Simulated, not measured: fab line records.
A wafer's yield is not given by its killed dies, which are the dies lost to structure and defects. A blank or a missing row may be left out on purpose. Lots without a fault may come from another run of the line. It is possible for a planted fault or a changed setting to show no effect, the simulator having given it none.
Matching of chambers | flow nand harc | NHARC_P_BONDPAD_ETCH_37 on rie diel-07 has 4 sister chambers
The step etches the open film in N2/H2, target depth 60 nm, overetch 18 nm, time 65.91 s. 4 wafers are shown with their chamber, then 12 later ones without.

WAFERS WITH THEIR CHAMBER
wafer  | chamber | drypump motor current A (A)
L086.1 | 0       | 6.3
L088.2 | 2       | 5.3
L088.3 | 3       | 5.3
L088.4 | 1       | 5.0

WAFERS WHOSE CHAMBER IS MISSING
wafer  | drypump motor current A (A)
L085.3 | 5.4
L085.4 | 5.3
L085.5 | 5.3
L089.4 | 5.3
L089.5 | 5.3
L089.6 | 5.4
L094.2 | 5.3
L094.4 | 6.3
L094.6 | 5.4
L095.1 | 5.3
L095.4 | 4.9
L095.6 | 4.9

WHICH CHAMBER EACH ONE RAN IN
wafer  | from the rows above     | in truth
L085.3 | can't be placed: 2 or 3 | 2
L085.4 | can't be placed: 2 or 3 | 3
L085.5 | can't be placed: 2 or 3 | 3
L089.4 | can't be placed: 2 or 3 | 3
L089.5 | can't be placed: 2 or 3 | 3
L089.6 | can't be placed: 2 or 3 | 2
L094.2 | can't be placed: 2 or 3 | 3
L094.4 | 0                       | 0
L094.6 | can't be placed: 2 or 3 | 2
L095.1 | can't be placed: 2 or 3 | 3
L095.4 | 1                       | 1
L095.6 | 1                       | 1
Correctly placed: 3 of 12. Cannot be placed on the basis of these rows: 9; the candidates contain the true chamber in 9. Wrongly placed: 0.
How it was worked out, from the rows above alone: a wafer's distance from a chamber is the root of the sum, over the readings, of the square of ((its reading less the chamber's mean) divided by the reading's scatter). If the next closest chamber is less than 2 further off than the closest, the wafer can't be placed; otherwise it belongs to the closest. The mean given for a chamber averages the wafers shown for that chamber. The scatter: with one shown wafer a chamber, the root of the mean of the squares of how far each hidden wafer lies from its nearest shown one.
